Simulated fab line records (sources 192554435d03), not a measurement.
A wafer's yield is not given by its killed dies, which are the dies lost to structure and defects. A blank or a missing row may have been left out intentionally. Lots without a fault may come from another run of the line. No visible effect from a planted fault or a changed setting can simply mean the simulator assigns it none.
fab line records	flow n5-finfet
record: lots: 5	wafers: 15	last-day: 16
route steps=1938 shown BEOL_M0_SAQP@658 BEOL_M0_CUTY@710 BEOL_M4@1111 PASSIVATION@1936
lots that met no fault: taken from a fault-free run of the same line
start-h: hours from the record's first day to the start of the lot's first wafer shown	wait-h: time in hours since the lot's previous step	" the same as in the row above	L1.1+2: several wafers, shown together as one row	- either no value or no given start	* or withheld: withheld	< > ~ a bound
route shown NAME@n: a module of which the file shows steps, and the number in the route of the first	usual: mean/standard deviation taken from wafers without a fault	same: alike in all rows	chamber/n: place in a boat	sites: the reading at each site	_std_site: how widely they spread, as a standard deviation	_edge_site: outer sites' mean less inner sites'	radius-mm: for every site, how far away it sits from the centre of the wafer	mask NAME#n: copy n	behind: the last tool/chamber to shape the wafer	hold: why the lot was held/for how many hours/how that ended	device: transistor that didn't switch, given as n, p or np	end of line: tests run on the same wafers once the route is complete	where a step has no rows: the recipe by itself	killed: count of dies lost to structure and defects at first sort (not the wafer's yield)	map: a wafer's dies, marking killed ones x, the rest . and places with no die _
set.NAME: the setting as run; set.NAME@STEP: as run at that earlier step	model.NAME: the simulator's own value behind a step, which no gauge read
a table for each step, a row for each wafer; lots at some steps of the route
== steps ==
step: N5_BEOL_M0_SAQP_MANDREL_ETCH_20
recipe: target-depth-a: 600	chemistry: HBr/Cl2	target: a-Si	stop-on: SiNx	bt-time-s: 10	mask-material: SOC	over-etch-frac: 0.5	time-s: 30	pressure-mtorr: 10	icp-w: 800	bias-w: 75	HBr_flow_sccm: 150	Cl2_flow_sccm: 80	ends: end-point
step: N5_BEOL_M0_SAQP_STRIP_86
recipe: chemistry: N2/H2	power-w: 500	temp-c: 40	pressure-mtorr: 50	rf-frequency-hz: 6e+07	overash-fraction: 0.3	bias-power-w: 28	h2-frac: 0.5	n2-flow-sccm: 300	h2-flow-sccm: 300
step: N5_BEOL_M0_SAQP_STRIP_115
recipe: chemistry: post-etch-residue-remover	time-s: 60	temp-c: 25	remover-ph: withheld	remover-water-wt-pct: withheld	remover-fluoride-wt-pct: withheld
step: N5_BEOL_M0_SAQP_SRD_93
recipe: dry: ipa-marangoni	time-s: 30	temp-c: 23	rinse-liquid: diw
step: N5_BEOL_M0_SAQP_RECESS_114
recipe: chemistry: HF/NH3	target: SiO2	target-depth-a: 144	afs-cycles: 3	temp-c: 30	sublimation-temp-c: 180	sublimation-time-s: 60
step: N5_BEOL_M0_SAQP_SPACER1_ALD_98
recipe: material: SiO2	target-thk-a: 128	temp-c: 300	ald-precursor-family: BDEAS	ald-co-reactant: O2-plasma	pulse-time-s: 1	purge-time-s: 2	co-reactant-purge-time-s: 2	ald-cycles: 138	pressure-torr: 2
step: N5_BEOL_M0_SAQP_SPACER1_ETCHBACK_99
recipe: chemistry: CHF3/O2	mode: anisotropic-etchback	target: SiO2	target-depth-a: 154	time-s: 7.7	pressure-mtorr: 30	source-w: 650	bias-w: 170	Ar_flow_sccm: 200	CHF3_flow_sccm: 50	O2_flow_sccm: 5	ion-energy-ev: 200
step: N5_BEOL_M0_SAQP_MANDREL1_REMOVE_100
recipe: chemistry: HBr/Cl2/O2	bt-time-s: 10	target: a-Si	stop-on: SiNx	endpoint: OES-SiCl	over-etch-frac: 0.85	icp-w: 600	bias-w: 30	HBr_flow_sccm: 150	Cl2_flow_sccm: 80	O2_flow_sccm: 5	pressure-mtorr: 10
step: N5_BEOL_M0_SAQP_ETCH_101
recipe: chemistry: CH3F/O2	target: SiNx	mask-material: SiO2	target-depth-a: 299	time-s: 42.7	pressure-mtorr: 30	source-w: 395	bias-w: 73	Ar_flow_sccm: 150	CH3F_flow_sccm: 30	O2_flow_sccm: 20	ion-energy-ev: 120
step: N5_BEOL_M0_SAQP_ETCH_102
recipe: chemistry: CF4	target: SiO2	target-depth-a: 40	ion-energy-ev: 350	time-s: 4.4	pressure-mtorr: 10	icp-w: 800	bias-w: 400	cf4-flow-sccm: 80
step: N5_BEOL_M0_SAQP_MANDREL_ETCH_103
recipe: chemistry: HBr/Cl2	target: a-Si	target-depth-a: 450	bt-time-s: 10	stop-on: SiCN	mask-material: SiO2	over-etch-frac: 0.8	time-s: 27	pressure-mtorr: 10	icp-w: 800	bias-w: 75	HBr_flow_sccm: 150	Cl2_flow_sccm: 80	ends: end-point
step: N5_BEOL_M0_SAQP_RECESS_104
recipe: chemistry: HF/NH3	target: SiO2	target-depth-a: 180	afs-cycles: 3	temp-c: 30	sublimation-temp-c: 180	sublimation-time-s: 60
usual: drypump-motor-current-A: 5.7/0.74
lot.wafer	tool	chamber	start-h	wait-h	drypump-motor-current-A
L567.1	vapor-etch-02	0	133.36	0.1	4.8
L567.3	"	0	"	"	4.8
L567.4	"	1	"	"	6.3
L568.1	vapor-etch-02	0	140.45	0.1	4.9
L568.3	"	0	"	"	4.8
L568.5	"	1	"	"	6.3
L570.1	vapor-etch-02	1	153.55	0.1	6.3
L570.2	"	0	"	"	4.8
L570.4	"	1	"	"	6.3
L579.4	vapor-etch-02	1	208.53	0.2	6.3
L579.5	"	1	"	"	6.3
L579.6	"	0	"	"	4.9
L582.2	vapor-etch-02	0	220.88	0.4	4.9
L582.3	"	1	"	"	6.3
L582.4	"	0	"	"	4.9
step: N5_BEOL_M0_SAQP_COAT_105
recipe: resist: SOC	temp-c: 250	time-s: 60	spin-rpm: 1500	resist-thk-nm: 100
step: N5_BEOL_M0_SAQP_ETCH_106
recipe: chemistry: N2/H2	target: SOC	target-depth-a: 1500	stop-on: SiNx	ion-energy-ev: 100	bias-w: 61	pressure-mtorr: 30	source-w: 850	n2-flow-sccm: 200	h2-flow-sccm: 200
step: N5_BEOL_M0_SAQP_ETCH_107
recipe: chemistry: CH3F/O2	target: SiNx	target-depth-a: 300	mask-material: SOC	pressure-mtorr: 30	source-w: 395	bias-w: 73	Ar_flow_sccm: 150	CH3F_flow_sccm: 30	O2_flow_sccm: 20	ion-energy-ev: 120
step: N5_BEOL_M0_SAQP_STRIP_108
recipe: chemistry: N2/H2	power-w: 500	temp-c: 40	pressure-mtorr: 50	rf-frequency-hz: 6e+07	overash-fraction: 0.3	bias-power-w: 28	h2-frac: 0.5	n2-flow-sccm: 300	h2-flow-sccm: 300
step: N5_BEOL_M0_SAQP_RECESS_109
recipe: chemistry: HF/NH3	target: SiO2	target-depth-a: 30	afs-cycles: 1	temp-c: 30	sublimation-temp-c: 180	sublimation-time-s: 60
step: N5_BEOL_M0_SAQP_SPACER2_ALD_26
recipe: material: SiO2	target-thk-a: 150	temp-c: 300	ald-precursor-family: BDEAS	ald-co-reactant: O2-plasma	pulse-time-s: 1	purge-time-s: 2	co-reactant-purge-time-s: 2	pressure-torr: 2
step: N5_BEOL_M0_SAQP_SPACER2_ETCHBACK_27
recipe: chemistry: CHF3/O2	mode: anisotropic-etchback	target: SiO2	target-depth-a: 225	time-s: 11.25	pressure-mtorr: 30	source-w: 650	bias-w: 170	Ar_flow_sccm: 200	CHF3_flow_sccm: 50	O2_flow_sccm: 5	ion-energy-ev: 200
step: N5_BEOL_M0_SAQP_MANDREL2_REMOVE_110
recipe: chemistry: HBr/Cl2/O2	bt-time-s: 10	target: a-Si	stop-on: SiCN	endpoint: OES-SiCl	over-etch-frac: 1	icp-w: 600	bias-w: 30	HBr_flow_sccm: 150	Cl2_flow_sccm: 80	O2_flow_sccm: 5	pressure-mtorr: 10
step: N5_BEOL_M0_SAQP_COAT_69
recipe: resist: SOC	temp-c: 250	time-s: 60	spin-rpm: 1500	resist-thk-nm: 90
step: N5_BEOL_M0_SAQP_COAT_72
recipe: resist: SiARC	temp-c: 220	time-s: 60	spin-rpm: 1500	resist-thk-nm: 15
step: N5_BEOL_M0_SAQP_COAT_87
recipe: resist: underlayer	temp-c: 205	time-s: 60	spin-rpm: 1500	resist-thk-nm: 5
step: N5_BEOL_M0_SAQP_COAT_34
recipe: resist: CAR-EUV	spin-rpm: 1500	resist-thk-nm: 30
step: N5_BEOL_M0_SAQP_EBR_36
recipe: solvent: PGMEA	ebr-width-mm: 1.5
step: N5_BEOL_M0_SAQP_SOFTBAKE_35
recipe: temp-c: 110	time-s: 60	resist: CAR-EUV
step: N5_BEOL_M0_SAQP_EXPOSE_37
recipe: mask-id: M0_CUT1	na: 0.33	source-shape: annular	sigma-inner: 0.35	sigma-outer: 0.8	polarization: unpolarized	target-cd-nm: 30	dose-mj: 44.75
step: N5_BEOL_M0_SAQP_PEB_38
recipe: peb-temp-c: 100	peb-time-s: 60	resist: CAR-EUV
step: N5_BEOL_M0_SAQP_DEVELOP_39
recipe: develop-time-s: 30	developer: TMAH	resist: CAR-EUV	rinse-liquid: surfactant-rinse	dry: air-spin	dev-temp-c: 23
step: N5_BEOL_M0_SAQP_INSPECT_42
recipe: mode: adi	inspect-instrument: brightfield
usual: raw-defect-count: 307/77
lot.wafer	tool	chamber	start-h	wait-h	raw-defect-count
L567.1	defect-inspect-02	-	135.61	0.1	671
L567.3	"	-	"	"	603
L567.4	"	-	"	"	669
L568.1	defect-inspect-02	-	142.35	0.1	558
L568.3	"	-	"	"	491
L568.5	"	-	"	"	569
L570.1	defect-inspect-02	-	155.52	0.1	702
L570.2	"	-	"	"	504
L570.4	"	-	"	"	534
L579.4	defect-inspect-01	-	210.89	0.0	373
L579.5	"	-	"	"	275
L579.6	"	-	"	"	372
L582.2	defect-inspect-01	-	222.99	0.0	281
L582.3	"	-	"	"	286
L582.4	"	-	"	"	209
step: N5_BEOL_M0_SAQP_DESCUM_45
recipe: chemistry: O2	time-s: 7	source-power-w: 50	bias-power-w: 20	pressure-mtorr: 20	rf-frequency-hz: 2.712e+07	temp-c: 40	resist: CAR-EUV	o2-flow-sccm: 225
step: N5_BEOL_M0_SAQP_ETCH_88
recipe: chemistry: N2/H2	target: underlayer	target-depth-a: 65	time-s: 5.2	ion-energy-ev: 200	mask-material: CAR-EUV	pressure-mtorr: 30	source-w: 840	bias-w: 150	n2-flow-sccm: 200	h2-flow-sccm: 200	ends: cleared
step: N5_BEOL_M0_SAQP_ETCH_73
recipe: chemistry: CF4	target: SiARC	target-depth-a: 195	mask-material: CAR-EUV	time-s: 32.5	ion-energy-ev: 80	pressure-mtorr: 40	source-w: 545	bias-w: 36	Ar_flow_sccm: 100	cf4-flow-sccm: 100	ends: cleared
step: N5_BEOL_M0_SAQP_CUT_ETCH_46
recipe: chemistry: N2/H2	target: SOC	target-depth-a: 1350	overetch-a: 270	temp-c: 40	time-s: 202.5	ion-energy-ev: 200	mask-material: SiARC	pressure-mtorr: 30	source-w: 840	bias-w: 150	n2-flow-sccm: 200	h2-flow-sccm: 200
step: N5_BEOL_M0_SAQP_STRIP_74
recipe: chemistry: N2/H2	temp-c: 40	n2-flow-sccm: 200	h2-flow-sccm: 200	rf-frequency-hz: 6e+07
step: N5_BEOL_M0_SAQP_STRIP_89
recipe: chemistry: N2/H2	temp-c: 40	n2-flow-sccm: 200	h2-flow-sccm: 200	rf-frequency-hz: 6e+07
step: N5_BEOL_M0_SAQP_ALD_48
recipe: material: SiO2	target-thk-a: 200	temp-c: 100	ald-precursor-family: BDEAS	ald-co-reactant: O2-plasma	pulse-time-s: 1	co-reactant-pulse-time-s: 1	purge-time-s: 2	co-reactant-purge-time-s: 2	ald-cycles: 139	pressure-torr: 2
step: N5_BEOL_M0_SAQP_ETCH_49
recipe: chemistry: CF4/O2	target-depth-a: 370	target: SiO2	pressure-mtorr: 40	source-w: 535	bias-w: 49	Ar_flow_sccm: 100	cf4-flow-sccm: 100	O2_flow_sccm: 10	ion-energy-ev: 100
step: N5_BEOL_M0_CUTY_INSPECT_59
recipe: mode: adi	inspect-instrument: macro
usual: raw-defect-count: 2.0/1.6
lot.wafer	tool	chamber	start-h	wait-h	raw-defect-count
L567.1	defect-inspect-01	-	136.88	0.0	252
L567.3	"	-	"	"	281
L567.4	"	-	"	"	284
L568.1	defect-inspect-02	-	144.18	0.0	248
L568.3	"	-	"	"	258
L568.5	"	-	"	"	256
L570.1	defect-inspect-01	-	156.93	0.0	249
L570.2	"	-	"	"	263
L570.4	"	-	"	"	267
L579.4	defect-inspect-01	-	212.31	0.0	5
L579.5	"	-	"	"	1
L579.6	"	-	"	"	0
L582.2	defect-inspect-02	-	224.51	0.0	3
L582.3	"	-	"	"	0
L582.4	"	-	"	"	4
step: N5_BEOL_M4_RC_MEAS_101
usual: DIBL_N: 35.8/1.5	DIBL_P: 35.9/1.8	IOFF_N: 0.152/0.025	IOFF_P: 0.21/0.031	ION_N: 672/11	ION_P: 462/7.4	SS_N: 71.5/0.52	SS_P: 73.2/0.54	VT_N: 250/3	VT_P: -250/3.3
lot.wafer	tool	chamber	start-h	wait-h	DIBL_N[mV/V]	DIBL_P[mV/V]	IOFF_N[nA/um]	IOFF_P[nA/um]	ION_N[uA/um]	ION_P[uA/um]	SS_N[mV/dec]	SS_P[mV/dec]	VT_N[mV]	VT_P[mV]
L567.1	prober-01	0	199.61	0.1	35.4	35.9	0.139	0.17	662	449	72.0	72.9	251	-252
L567.3	"	0	"	"	34.5	35.5	0.127	0.16	668	452	70.7	72.8	252	-254
L567.4	"	0	"	"	35.1	35.9	0.136	0.17	664	459	70.7	73.0	250	-254
L568.1	prober-02	0	202.21	0.0	35.4	34.0	0.139	0.20	665	460	71.3	72.9	250	-247
L568.3	"	0	"	"	37.5	35.9	0.173	0.24	673	463	71.0	73.0	247	-245
L568.5	"	0	"	"	35.8	33.8	0.145	0.21	669	463	71.4	73.2	249	-247
L570.1	prober-02	0	208.85	0.0	37.1	36.5	0.136	0.18	659	458	71.9	73.8	251	-255
L570.2	"	0	"	"	35.2	33.9	0.110	0.14	656	447	70.9	72.4	257	-261
L570.4	"	0	"	"	34.8	33.8	0.112	0.14	671	448	70.8	73.8	255	-258
L579.4	prober-01	0	264.18	0.5	33.9	34.5	0.137	0.21	658	459	71.7	72.7	251	-250
L579.5	"	0	"	"	36.2	36.7	0.179	0.25	665	467	72.8	73.0	247	-245
L579.6	"	0	"	"	36.5	38.1	0.194	0.27	694	476	72.0	73.1	247	-247
L582.2	prober-02	0	285.99	0.2	34.3	35.6	0.129	0.20	669	464	71.0	73.1	256	-252
L582.3	"	0	"	"	34.3	36.2	0.141	0.21	676	466	70.4	73.1	252	-253
L582.4	"	0	"	"	36.2	38.6	0.161	0.24	677	468	71.2	73.8	250	-252
step: N5_PASSIVATION_PROBE_49
usual: defect-limited-yield: 91.7/1.7	killed_at_M0_to_M3: 34/10	killed_at_M4_up: 13/5.1	killed-at-contacts: 12/6.2	killed-at-front-end: 36/12	killed-at-other: 3.2/2.6	killed-dies: 98/20	killed-open: 65/13	killed-short: 32/8.4	sort_bin_5_function: 4.8/1.1	sort_bin_6_memory: 3.2/0.74	sort-n-pass: 1082/20	sort-yield-pct: 91.7/1.7
same: gross-dies: 1180	killed-at-back-side: 0	sort_bin_4_leakage[%]: 0	sort_bin_8_speed[%]: 0
lot.wafer	tool	chamber	start-h	wait-h	defect-limited-yield[%]	killed_at_M0_to_M3	killed_at_M4_up	killed-at-contacts	killed-at-front-end	killed-at-other	killed-dies	killed-open	killed-short	sort_bin_5_function[%]	sort_bin_6_memory[%]	sort-n-pass	sort-yield-pct[%]
L567.1	prober-02	-	307.36	0.0	83.3	128	11	10	45	3	197	72	24	12.0	3.6	983	83.3
L567.3	prober-02	-	307.46	0.1	83.6	142	10	8	33	1	194	60	29	10.4	4.3	986	83.6
L567.4	prober-02	-	307.51	0.2	87.8	79	11	15	35	4	144	69	35	7.4	3.6	1036	87.8
L568.1	prober-01	-	308.72	0.0	84.7	119	28	9	24	0	180	62	28	8.9	5.3	1000	84.7
L568.3	prober-01	-	308.82	0.1	85.2	114	23	8	28	2	175	56	28	10.7	3.0	1005	85.2
L568.5	prober-01	-	308.92	0.2	87.6	75	22	7	41	1	146	71	33	7.1	4.5	1034	87.6
L570.1	prober-02	-	319.29	0.0	89.3	76	11	9	26	4	126	47	37	7.3	2.6	1054	89.3
L570.2	prober-02	-	319.34	0.1	85.8	113	16	10	26	2	167	46	23	8.8	4.0	1013	85.8
L570.4	prober-02	-	319.44	0.2	88.6	74	14	12	30	4	134	72	21	6.4	4.0	1046	88.6
killed by level:class
L567.1 BEOL_M0_SAQP:unspecified=101 STI_FIN_REVEAL:geometric-particle:open=11 MOL_CONTACT_COAG:geometric-particle:open=10 FIN_SAQP:geometric-particle:open=8 BEOL_M2:geometric-particle:open=7 BEOL_M0_SAQP:geometric-particle:short=7 GATE_CUT:geometric-particle:open=6 GATE_CUT:geometric-particle:short=6
L567.3 BEOL_M0_SAQP:unspecified=104 BEOL_M0_SAQP:geometric-particle:open=13 STI_FIN_REVEAL:geometric-particle:open=12 BEOL_M3:geometric-particle:open=10 BEOL_M0_SAQP:geometric-particle:short=10 MOL_CONTACT_COAG:geometric-particle:open=6 GATE_CUT:geometric-particle:short=4 BEOL_M8:geometric-particle:open=4
L567.4 BEOL_M0_SAQP:unspecified=38 MOL_CONTACT_COAG:geometric-particle:open=11 BEOL_M0_SAQP:geometric-particle:open=11 GATE_CUT:geometric-particle:short=10 FIN_SAQP:geometric-particle:open=6 BEOL_M1:geometric-particle:short=6 BEOL_M3:geometric-particle:open=6 STI_FIN_REVEAL:geometric-particle:open=5
L568.1 BEOL_M0_SAQP:unspecified=89 BEOL_M4:geometric-particle:open=13 MOL_CONTACT_COAG:geometric-particle:open=8 BEOL_M0_SAQP:geometric-particle:open=6 BEOL_M3:geometric-particle:open=6 BEOL_M2:geometric-particle:open=5 STI_FIN_REVEAL:geometric-particle:open=4 BEOL_M0_SAQP:geometric-particle:short=4
L568.3 BEOL_M0_SAQP:unspecified=91 BEOL_M4:geometric-particle:open=14 BEOL_M0_SAQP:geometric-particle:short=8 MOL_CONTACT_COAG:geometric-particle:open=8 STI_FIN_REVEAL:geometric-particle:open=7 BEOL_M0_SAQP:geometric-particle:open=7 DUMMY_GATE:geometric-particle:open=5 GATE_CUT:geometric-particle:short=3
L568.5 BEOL_M0_SAQP:unspecified=41 BEOL_M3:geometric-particle:open=10 BEOL_M4:geometric-particle:open=10 FIN_SAQP:geometric-particle:open=9 BEOL_M0_SAQP:geometric-particle:short=7 MOL_CONTACT_COAG:geometric-particle:open=6 STI_FIN_REVEAL:geometric-particle:open=5 DUMMY_GATE:geometric-particle:open=5
L570.1 BEOL_M0_SAQP:unspecified=41 BEOL_M0_SAQP:geometric-particle:short=10 BEOL_M4:geometric-particle:open=8 MOL_CONTACT_COAG:geometric-particle:open=7 BEOL_M2:geometric-particle:open=7 ILD0:geometric-particle:short=6 BEOL_M0_SAQP:geometric-particle:open=6 FIN_SAQP:geometric-particle:short=4
L570.2 BEOL_M0_SAQP:unspecified=98 MOL_CONTACT_COAG:geometric-particle:open=8 BEOL_M4:geometric-particle:open=7 STI_FIN_REVEAL:geometric-particle:open=6 FIN_SAQP:geometric-particle:short=5 BEOL_M0_SAQP:geometric-particle:short=5 BEOL_M1:geometric-particle:open=4 STI_FIN_REVEAL:geometric-particle:short=3
L570.4 BEOL_M0_SAQP:unspecified=41 MOL_CONTACT_COAG:geometric-particle:open=12 BEOL_M3:geometric-particle:open=12 BEOL_M2:geometric-particle:open=8 GATE_CUT:geometric-particle:short=7 BEOL_M4:geometric-particle:open=7 BEOL_M0_SAQP:geometric-particle:open=5 BEOL_M1:geometric-particle:open=5
map L567.1 (x killed, . not)
_________________....x.......________________
______________.................._____________
___________.x......x..........x....__________
__________..........x..............x_________
________x.........x..x..............x._______
_______.....................x..........______
______............x..x.................._____
_____.x..........................x.......____
____....x.......x..x.x.x..x.....x.x.......___
___.............xx.xxxxx.xx.x..x...........__
___...........xxxxxxx.xxxxxx...x....x......__
__............x..xxxxxxxxxx.x........x......_
__.........x..x..xxxxxxxxxx.......x.x...x..._
_...............xxxxxxxxxxxx..x.x............
_..............xx.xxxxxx.xx.x................
_x.............xxxxxxxxxxxxxx................
_.......x....x....x.xxxxxxxx.x........x......
_........x....x....xx.xx.xx.x................
_...x.....x.x...x..xx.x...x...x..............
_........................x...................
_.....xx..x........x.........................
__.....x..................................xx_
__.x..........x............x..........x....._
___.x.....x..x..........................x.x__
___.x...x.xx..x.x.......x..................__
____x.....x............x.x.......x........___
_____....................x..x...x.....x.x____
______............x......x.x............_____
_______...........x..........x........x______
________.........................x..x._______
__________...................x...x.._________
___________..............x..x.x....__________
______________.............x...._____________
_________________.........x..________________
map L568.1 (x killed, . not)
_________________..........x.________________
______________...x........x....._____________
___________...x...x................__________
__________.....x...........x........_________
________...............x.x...x..x....._______
_______x..................x............______
______.........x.....x.................._____
_____..x...x............x................____
____...x........x..xx..x.....x............___
___..xxx............xx.x.x.x...............__
___.........x..xx.xxxx...x.x...............__
__.........x...x.x.xxxxxxxx..xx............._
__......x......xxxxxxxxxxxx..x..........x..._
_..........x.xx.xxxxxxxxxxxxx.xx...x.........
_x..x..........xxxxxxxxxxxx.......xx.........
_.....x..x...x..xxxxxxxxxx......x......x.....
_.x............x.x...xxxx...x...............x
_x...........x.x...x.xx..xx....x.............
_...................x.x.x.x..................
_.....x.......x...x...........x.....x........
_...........x................................
__..................x......................._
__....x.....xx......x......................._
___....x..............x.....x..............__
___.....................x......x...xx......__
____...............xx.x...x...............___
_____....x......x...............x...x....____
______..x....x..x.x....x...x............_____
_______...x.....................xx.....______
________.............................._______
__________...x...x.................._________
___________..x.............x.......__________
______________.................._____________
_________________............________________
== key ==
first-sign: step: N5_BEOL_M0_SAQP_INSPECT_42	reading: raw-defect-count	direction: up	sigmas: 3.7	usual: 307	struck: 589
effect: step: N5_BEOL_M0_CUTY_INSPECT_59	reading: raw-defect-count	direction: up	sigmas: 99+	usual: 2.0	struck: 262
effect: step: N5_PASSIVATION_PROBE_49	reading: killed_at_M0_to_M3	direction: up	sigmas: 6.5	usual: 34	struck: 102
more-kills-born-at: N5_BEOL_M0_SAQP_RECESS_104@vapor-etch-02: 643
met-at N5_BEOL_M0_SAQP_RECESS_104
struck-wafers L567.1,L567.3,L567.4,L568.1,L568.3,L568.5,L570.1,L570.2,L570.4
fault: kind: chamber-particle-source	tool: vapor-etch-02	chamber: -	onset-h: 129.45	steps: N5_BEOL_M0_SAQP_RECESS_104	rate-per-visit-cm2: 0.40723	end-h: 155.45
